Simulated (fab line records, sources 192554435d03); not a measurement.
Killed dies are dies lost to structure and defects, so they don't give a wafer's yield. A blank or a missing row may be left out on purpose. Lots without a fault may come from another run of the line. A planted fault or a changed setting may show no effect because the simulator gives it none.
Split-lot experiment | flow n5_finfet | 7 lots, 21 wafers read, on a route of 1938 steps

THE SPLIT
At N5_BEOL_M8_ETCH_62 (etches SOC in N2/H2, target depth 110 nm, overetch 22 nm, time 165 s), the setting source_w was moved away from the recipe's 840 W on 8 of the 21 wafers read, by -16.3% to +11.6%. The other wafers ran this setting at the recipe's value.

The reading is taken at the split's own step.

THE READING
rf_vpp_V, in V, at N5_BEOL_M8_ETCH_62 (etches SOC in N2/H2, target depth 110 nm, overetch 22 nm, time 165 s). Fault-free wafers of this fab line usually give 523.9 V, standard deviation 1.8 V.

wafer  | tool, chamber at the split | source_w as run, W | against the recipe | rf_vpp_V, V | against lot-mates on the recipe
L074.3 | rie_diel-04, 1             | 840                | recipe             | 522.8       | -
L074.4 | rie_diel-04, 0             | 795.8              | -5.3%              | 533.8       | +11.0
L074.6 | rie_diel-04, 2             | 795.8              | -5.3%              | 535.5       | +12.7
L075.1 | rie_diel-04, 1             | 840                | recipe             | 523.1       | -
L075.2 | rie_diel-04, 2             | 840                | recipe             | 524.0       | -
L075.3 | rie_diel-04, 0             | 893.6              | +6.4%              | 513.3       | -10.2
L077.2 | rie_diel-04, 2             | 703                | -16.3%             | 556.2       | +33.6
L077.3 | rie_diel-04, 1             | 840                | recipe             | 522.6       | -
L077.5 | rie_diel-04, 0             | 703                | -16.3%             | 557.1       | +34.5
L078.2 | rie_diel-02, 0             | 840                | recipe             | 523.8       | -
L078.5 | rie_diel-02, 3             | 840                | recipe             | 527.1       | -
L078.6 | rie_diel-02, 2             | 878.3              | +4.6%              | 517.6       | -7.9
L087.1 | rie_diel-04, 1             | 840                | recipe             | 519.9       | -
L087.3 | rie_diel-04, 0             | 840                | recipe             | 523.8       | -
L087.4 | rie_diel-04, 0             | 840                | recipe             | 525.3       | -
L092.3 | rie_diel-01, 3             | 937.4              | +11.6%             | 504.4       | -19.0
L092.4 | rie_diel-01, 2             | 937.4              | +11.6%             | 506.5       | -16.9
L092.6 | rie_diel-01, 1             | 840                | recipe             | 523.4       | -
L097.1 | rie_diel-02, 0             | 840                | recipe             | 524.6       | -
L097.4 | rie_diel-02, 3             | 840                | recipe             | 524.8       | -
L097.5 | rie_diel-02, 1             | 840                | recipe             | 524.1       | -

THE FIT
A straight line over all 21 wafers: rf_vpp_V changes by -1.85 V for each +1% of source_w; r = -0.99; the points scatter about the line by 1.9 V.
The same after taking each lot's own level away (the mean of its wafers on the recipe; 21 wafers): -1.9 V for each +1%; r = -0.99; scatter 1.9 V.
On that fit, the largest move of source_w shifts the reading by 31 V.
The lots' own levels span 522.60 to 525.45 V, that is 1.6 times the standard deviation above.
So the lot-to-lot level changes the slope little: the two slopes agree.
Check: with one of the wafers moved furthest among these (-16.3%) left out of the fit, the line predicts +31.2 V for it against its lot-mates. It came out at +33.6 V against them.
Tool readings at the split's step, against how far the setting was moved: rf_vpp_V r = -0.99.

OTHER SPLITS ON THESE WAFERS
These wafers also went through other splits before the reading. Each is held against what the fit with the lots' levels taken away leaves over:
other split on the same wafers   | wafers away from the commonest value | r with rf_vpp_V (lot level and that fit taken away)
N5_BEOL_M7_TRENCH_ETCH_37 time_s | 8                                    | +0.27
N5_BEOL_M7_ETCH_41 source_w      | 7                                    | -0.10
N5_BEOL_M8_DESCUM_16 time_s      | 12                                   | +0.36

THE FILE'S OWN FIT
rf_vpp_V changes by -1.9 V for each +1% of source_w, r = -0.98.
